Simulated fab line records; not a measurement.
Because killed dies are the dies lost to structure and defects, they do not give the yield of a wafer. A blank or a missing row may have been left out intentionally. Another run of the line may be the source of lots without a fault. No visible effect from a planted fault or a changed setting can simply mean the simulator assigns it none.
A struck lot beside a sound one -- flow n5Finfet -- 40 steps out of a route of 1938
Sound: these wafers, L895.3, L895.4, L895.5. Wafers struck: L904.2, L904.3, L904.4. Last of all comes the cause.
Each step with rows lists, per side, the tool, then ch with its chambers, then its first start. Under that, the readings that differ: sound wafers -- struck wafers -- difference of the means -- sigmas: that difference in standard deviations of wafers without a fault.
alike: a reading whose means differ by less than 2 such deviations, as well as words and numbers matching on both sides. not compared: withheld readings; readings where some wafer has no value; bounds like >300 that might hide an equal value; numbers whose values overlap and for which the record gives no deviation.
A row with sigmas, a row that says differs or no value, or rows on one side alone: a step with any of these is where the two part. Non-overlapping numbers with no deviation appear without sigmas and do not part them. A reading missing from all wafers of one side parts the sides only when that side holds two or more wafers.

first, 4 steps without rows for these wafers: N5_HKMG_FIN_ETCHBACK_68 (etches the open film in Cl2/Ar, stops on HfO2, target depth 0.5 nm); N5_HKMG_FIN_STRIP_69 (strips in N2/H2, time 360 s); N5_HKMG_FIN_ALD_21 (deposits TiN, target thk 1.5 nm, pulse time 1 s, purge time 3 s); N5_HKMG_FIN_ALD_72 (deposits W, target thk 2 nm, pulse time 1 s, purge time 2 s).
N5_HKMG_FIN_W_FILL_22: material W, target thk 60 nm, time 18.2 s.
  sound on cvdW-02 ch 0,1, day 5 21:12; struck on cvdW-02 ch 0,1, day 8 01:40
  alike: heaterPowerW, throttleValvePct
then, 2 steps without rows for these wafers: N5_HKMG_FIN_PRECLEAN_83 (cleans in DIW, time 57.5 s); N5_HKMG_FIN_SRD_84 (dry time 32 s).
N5_HKMG_FIN_CMP_23: polishes, stops on SiNx, t overpolish 10 s, target thk 46.326 nm.
  sound on cmp-04 ch 2,3, day 5 21:17; struck on cmp-04 ch 1,2,3, day 8 01:47
  alike: edgeZonePressureFrac, motorCurrentA, overpolishRunS, timeToEndpointS
then, 1 step without rows for these wafers: N5_HKMG_FIN_CMP_94 (polishes, stops on SiNx, t overpolish 4.7 s, target thk 43.299 nm).
N5_HKMG_FIN_INSPECT_28: inspects for defects (darkfield).
  sound on defectInspect-02, day 5 22:01; struck on defectInspect-02, day 8 02:29
  alike: rawDefectCount
then, 1 step without rows for these wafers: N5_GATE_CUT_ETCHBACK_00 (etches W in SF6/Cl2).
N5_GATE_CUT_ETCH_56: etches TiN in Cl2/Ar, target depth 21.6 nm.
  sound on rieMetal-03 ch 0,1, day 5 22:14; struck on rieMetal-03 ch 0, day 8 02:48
  alike: drypumpMotorCurrentA, oesProductAu, throttleValvePct
  not compared: rfHoursCounterH
then, 6 steps without rows for these wafers: N5_GATE_CUT_ETCHBACK_30 (etches TiN in Cl2/Ar, target depth 3 nm); N5_GATE_CUT_VAPOR_ETCH_60 (etches HfO2 in BCl3/Cl2); N5_GATE_CUT_ETCH_58 (etches SiNx in CH3F/O2, target depth 17 nm, time 128.6 s); N5_GATE_CUT_STRIP_59 (strips in N2/H2, time 20 s); N5_GATE_CUT_PRECLEAN_31 (cleans in DIW, time 300 s); N5_GATE_CUT_SRD_32 (time 30 s).
N5_GATE_CUT_SAC_CAP_01: material SiNx, target thk 24 nm, pulse time 1 s, ald cycles 480.
  sound on aldSin-02 ch 2,3, day 5 23:01; struck on aldSin-02 ch 0,1,2, day 8 03:26
  alike: heaterPowerW, precursorPulseHeightRel
then, 2 steps without rows for these wafers: N5_GATE_CUT_PECVD_57 (deposits SiNx from SiH4/NH3/N2, target thk 21 nm); N5_GATE_CUT_CMP_02 (polishes, stops on SiO2, t overpolish 12.7 s, target thk 0 nm).
N5_GATE_CUT_HM_DEP_46: deposits SiO2 from TEOS/O2, target thk 130 nm, time 26.6 s.
  sound on pecvd-02 ch 0,2, day 6 01:37; struck on pecvd-01 ch 1,2, day 8 06:02
  alike: heaterPowerW, showerheadPlenumPTorr, throttleValvePct
then, 9 steps without rows for these wafers: N5_GATE_CUT_COAT_34 (time 60 s, resist thk 60 nm); N5_GATE_CUT_COAT_35 (time 60 s, resist thk 10 nm); N5_GATE_CUT_COAT_27 (time 60 s, resist thk 10 nm); N5_GATE_CUT_COAT_07 (resist thk 30 nm); N5_GATE_CUT_EBR_09; N5_GATE_CUT_SOFTBAKE_08 (time 60 s); N5_GATE_CUT_EXPOSE_10 (exposes mask GATE CUT, target cd 20 nm); N5_GATE_CUT_PEB_11 (peb time 60 s); N5_GATE_CUT_DEVELOP_12 (develop time 30 s).
N5_GATE_CUT_CD_MEAS_13 targets a cd of 20 nm.
  sound on cdSem-01 ch 0, day 6 01:57; struck on cdSem-02 ch 0, day 8 06:30
  alike: cdNm
N5_GATE_CUT_OVL_MEAS_14:
  sound on overlay-01 ch 0, day 6 01:59; struck on overlay-02 ch 0, day 8 06:32
reading,sound,struck,difference,sigmas
GATE_CUT_OVL (nm),0.7 0.4 0.1,-2.6 -2.4 -2.2,-2.8,-3
N5_GATE_CUT_DESCUM_18: chemistry O2, time 7 s.
  sound on rieDiel-04 ch 0,1,3, day 6 02:04; struck on rieDiel-04 ch 1,2,3, day 8 06:37
  alike: drypumpMotorCurrentA, o2FlowSccm, oesProductAu, rfVppV, showerheadPlenumPTorr, throttleValvePct
  not compared: rfHoursCounterH
then, 5 steps without rows for these wafers: N5_GATE_CUT_ETCH_28 (etches underlayer in N2/H2, target depth 13 nm, time 10.4 s); N5_GATE_CUT_ETCH_36 (etches SiARC in CF4, target depth 13 nm, time 21.7 s); N5_GATE_CUT_ETCH_37 (etches SOC in N2/H2, target depth 60 nm, overetch 12 nm, time 90 s); N5_GATE_CUT_STRIP_38 (strips in N2/H2); N5_GATE_CUT_STRIP_39 (strips in N2/H2).
-- record jumps: 8 days separate the struck wafers' starts on either side; left off in module GATE_CUT, taken up again in module PASSIVATION, whose first shown step is the route's number 1936 --
N5_PASSIVATION_PROBE_49:
  the record has rows for the struck wafers here (prober-01, day 16 02:22) and none for the sound ones

== WHERE THEY PART ==
Earliest at N5_GATE_CUT_OVL_MEAS_14; latest, in this record, at N5_PASSIVATION_PROBE_49.

WHY: the cause the simulator had injected
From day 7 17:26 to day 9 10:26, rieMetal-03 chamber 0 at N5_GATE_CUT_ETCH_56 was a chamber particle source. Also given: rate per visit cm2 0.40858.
